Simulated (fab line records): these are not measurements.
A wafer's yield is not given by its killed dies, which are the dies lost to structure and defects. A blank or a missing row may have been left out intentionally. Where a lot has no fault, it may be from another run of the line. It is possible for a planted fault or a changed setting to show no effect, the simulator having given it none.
The tool behind it: which one?    flow nandHarc    12 lots with 36 wafers sampled at 5 steps, on a route of 1302 steps

== WHAT THE GAUGES SHOWED, per wafer ==
NHARC_END_SORT_01. Usual: defectLimitedYield 91.1 %, standard deviation 2.7; killedAtArray 55, standard deviation 19; killedAtOther 0.6, standard deviation 0.99; killedAtPeriphery 4.2, standard deviation 2.6; killedDies 60, standard deviation 18; killedOpen 3.4, standard deviation 1.7; killedShort 2.3, standard deviation 1.5.
lot   measured      on         defectLimitedYield (%)  killedAtArray  killedAtOther  killedAtPeriphery  killedDies  killedOpen  killedShort  flag
L757  day 27 00:13  prober-01  90.4 90.5 91.9          61 55 55       0 1 0          4 8 0              65 64 55    2 5 1       4 3 1        
L766  day 30 09:25  prober-01  92.8 94.7 92.2          46 35 48       1 0 0          2 1 5              49 36 53    3 0 4       2 1 3        

== EACH LOT AND THE TOOL THAT RAN IT (in order: tool; ch and the chambers of the sampled wafers; start) ==
lot   NHARC_P_M0_ETCH_15                            NHARC_P_M0_STRIP_18                NHARC_P_M0_ANNEAL_30             NHARC_P_M1_EXPOSE_06
L753  rieDiel-05 ch 0,2,3, day 7 02:05 or earlier   rieDiel-06 ch 1,2, day 7 02:05     rtpAnneal-01 ch 0, day 7 03:20   arfiScanner-01 ch 0, day 7 05:18
L754  rieDiel-10 ch 0,1,2, day 7 06:28 or earlier   rieDiel-05 ch 1,2, day 7 06:28     rtpAnneal-02 ch 0, day 7 07:47   arfiScanner-02 ch 0, day 7 10:01
L755  rieDiel-10 ch 0,1,3, day 7 18:41 or earlier   rieDiel-06 ch 0,2,3, day 7 18:41   rtpAnneal-02 ch 0, day 7 20:02   arfiScanner-02 ch 0, day 7 21:55
L756  rieDiel-05 ch 1,2,3, day 8 00:23 or earlier   rieDiel-05 ch 1,2,3, day 8 00:23   rtpAnneal-01 ch 0, day 8 01:40   arfiScanner-03 ch 0, day 8 03:44
L757  rieDiel-05 ch 2,3, day 8 13:17 or earlier     rieDiel-05 ch 2,3, day 8 13:17     rtpAnneal-02 ch 0, day 8 14:40   arfiScanner-02 ch 0, day 8 16:41
L758  rieDiel-05 ch 0,3, day 8 20:56 or earlier     rieDiel-05 ch 0,3, day 8 20:56     rtpAnneal-01 ch 0, day 8 22:17   arfiScanner-01 ch 0, day 9 00:17
L759  rieDiel-06 ch 0,1, day 9 11:24 or earlier     rieDiel-06 ch 0,1, day 9 11:24     rtpAnneal-02 ch 0, day 9 12:44   arfiScanner-02 ch 0, day 9 14:47
L766  rieDiel-05 ch 1,3, day 12 14:25 or earlier    rieDiel-05 ch 2,3, day 12 14:25    rtpAnneal-02 ch 0, day 12 15:46  arfiScanner-01 ch 0, day 12 18:25
L769  rieDiel-05 ch 1,2,3, day 13 11:41 or earlier  rieDiel-10 ch 0,2,3, day 13 11:41  rtpAnneal-02 ch 0, day 13 12:59  arfiScanner-01 ch 0, day 13 14:50
L771  rieDiel-10 ch 0,1, day 14 09:21 or earlier    rieDiel-10 ch 0,3, day 14 09:21    rtpAnneal-01 ch 0, day 14 10:47  arfiScanner-02 ch 0, day 14 12:43
L772  rieDiel-05 ch 1,2,3, day 14 19:10 or earlier  rieDiel-06 ch 0,2,3, day 14 19:10  rtpAnneal-01 ch 0, day 14 20:31  arfiScanner-02 ch 0, day 14 22:32
L773  rieDiel-05 ch 2,3, day 15 07:28 or earlier    rieDiel-05 ch 1,2,3, day 15 07:28  rtpAnneal-01 ch 0, day 15 08:45  arfiScanner-02 ch 0, day 15 10:43
- NHARC_P_M0_ETCH_15: etches the open film in C4F8/Ar, target depth 150 nm, overetch 15 nm, time 82.5 s.
- NHARC_P_M0_STRIP_18: strips in N2/H2.
- NHARC_P_M0_ANNEAL_30: time 90 s.
- NHARC_P_M1_EXPOSE_06: exposes mask P M1, target cd 130 nm.

== WHAT THE TOOLS THEMSELVES READ (means of the sampled wafers that have a number; where no wafer has one, the mark that the record gives instead) ==
NHARC_P_M0_ETCH_15. Usual: biasW 300.0 W, standard deviation 0.91; oesProductAu 0.965 a.u., standard deviation 0.018; rfVppV 439.6 V, standard deviation 2.9.
lot   tool        biasW (W)  oesProductAu (a.u.)  rfVppV (V)  flag
L753  rieDiel-05  300.3      0.968                440.5       
L754  rieDiel-10  299.0      0.971                439.8       
L755  rieDiel-10  300.4      0.978                439.8       
L756  rieDiel-05  299.3      0.976                436.7       
L757  rieDiel-05  301.2      0.970                437.2       
L758  rieDiel-05  300.4      0.980                443.4       
L759  rieDiel-06  299.8      0.973                440.9       
L766  rieDiel-05  299.7      0.965                437.8       
L769  rieDiel-05  299.8      0.972                436.7       
L771  rieDiel-10  300.0      0.976                438.9       
L772  rieDiel-05  299.5      0.971                437.9       
L773  rieDiel-05  300.7      0.974                437.2       

NHARC_P_M0_STRIP_18. Usual: drypumpMotorCurrentA 5.8 A, standard deviation 0.54; oesProductAu 1.005 a.u., standard deviation 0.0092; rfVppV 90.3 V, standard deviation 1; showerheadPlenumPTorr 2.00 Torr, standard deviation 0.094; throttleValvePct 14.169 %, standard deviation 0.0091.
lot   tool        drypumpMotorCurrentA (A)  oesProductAu (a.u.)  rfVppV (V)  showerheadPlenumPTorr (Torr)  throttleValvePct (%)  flag
L753  rieDiel-06  5.5                       1.009                90.2        2.00                          14.170                
L754  rieDiel-05  6.0                       0.998                90.4        1.91                          14.167                
L755  rieDiel-06  5.4                       1.002                91.3        2.08                          14.162                
L756  rieDiel-05  5.9                       0.999                90.2        1.92                          14.163                
L757  rieDiel-05  5.7                       1.016                90.5        1.93                          14.172                
L758  rieDiel-05  5.6                       1.010                90.3        2.02                          14.168                
L759  rieDiel-06  6.3                       0.991                90.4        2.05                          14.171                
L766  rieDiel-05  5.7                       1.004                90.0        1.92                          14.170                
L769  rieDiel-10  5.5                       1.005                91.8        2.04                          14.177                
L771  rieDiel-10  5.2                       1.010                90.5        2.03                          14.166                
L772  rieDiel-06  5.4                       1.015                90.6        2.06                          14.169                
L773  rieDiel-05  5.9                       0.995                89.6        1.91                          14.164                

NHARC_P_M0_ANNEAL_30. Usual: annealTempC 225.04 C, standard deviation 0.16; wafer_temp_C_max 226.0, standard deviation 0.52.
lot   tool          annealTempC (C)  wafer_temp_C_max  flag
L753  rtpAnneal-01  225.04           225.4             
L754  rtpAnneal-02  224.96           226.5             
L755  rtpAnneal-02  225.04           226.3             
L756  rtpAnneal-01  224.94           225.6             
L757  rtpAnneal-02  224.92           226.3             
L758  rtpAnneal-01  224.89           225.7             
L759  rtpAnneal-02  225.17           226.5             
L766  rtpAnneal-02  224.94           226.2             
L769  rtpAnneal-02  224.85           226.7             
L771  rtpAnneal-01  224.93           225.6             
L772  rtpAnneal-01  225.04           225.5             
L773  rtpAnneal-01  225.14           225.5             

NHARC_P_M1_EXPOSE_06. Usual: exposureDoseMJCm2 81.90, standard deviation 0.087; stageVelMmS 500.02 mm/s, standard deviation 0.23.
lot   tool            exposureDoseMJCm2  stageVelMmS (mm/s)  flag
L753  arfiScanner-01  82.01              500.06              
L754  arfiScanner-02  81.92              499.86              
L755  arfiScanner-02  81.92              500.12              
L756  arfiScanner-03  81.93              500.08              
L757  arfiScanner-02  81.88              499.92              
L758  arfiScanner-01  81.97              499.97              
L759  arfiScanner-02  81.93              499.89              
L766  arfiScanner-01  81.87              500.05              
L769  arfiScanner-01  79.13              500.35              OFF
L771  arfiScanner-02  81.99              499.82              
L772  arfiScanner-02  81.83              500.30              
L773  arfiScanner-02  81.96              500.35              

== THE ANSWER, worked out from the rows above alone ==
Rule: lot off if the mean of its wafers having a number is beyond 3 standard deviations from the usual mean. Also off: a lot with no number at a reading for which 4 or more lots have one. Where the step has rows for the other lots, those lots are counted as sound. Order of review: gauges by route order, followed by the tools' own readings, for which a lot's mean as printed above is used. The first step at which some lot is off is used, and at that step the reading that is off furthest; a lot without a number counts as furthest.
Off: L769, at NHARC_P_M1_EXPOSE_06 (exposureDoseMJCm2).
If a tool, at that step or one of the process steps before it, ran each lot that is off and ran no sound lot following the first of them, it fits. Because NHARC_P_M0_ETCH_15 lacks a start for some lots, the hours and order of its lots are taken from NHARC_P_M0_STRIP_18. Can't be told from this: 2 tools fit, rtpAnneal-02 at NHARC_P_M0_ANNEAL_30, arfiScanner-01 at NHARC_P_M1_EXPOSE_06.

== WHAT THE SIMULATOR PUT IN ==
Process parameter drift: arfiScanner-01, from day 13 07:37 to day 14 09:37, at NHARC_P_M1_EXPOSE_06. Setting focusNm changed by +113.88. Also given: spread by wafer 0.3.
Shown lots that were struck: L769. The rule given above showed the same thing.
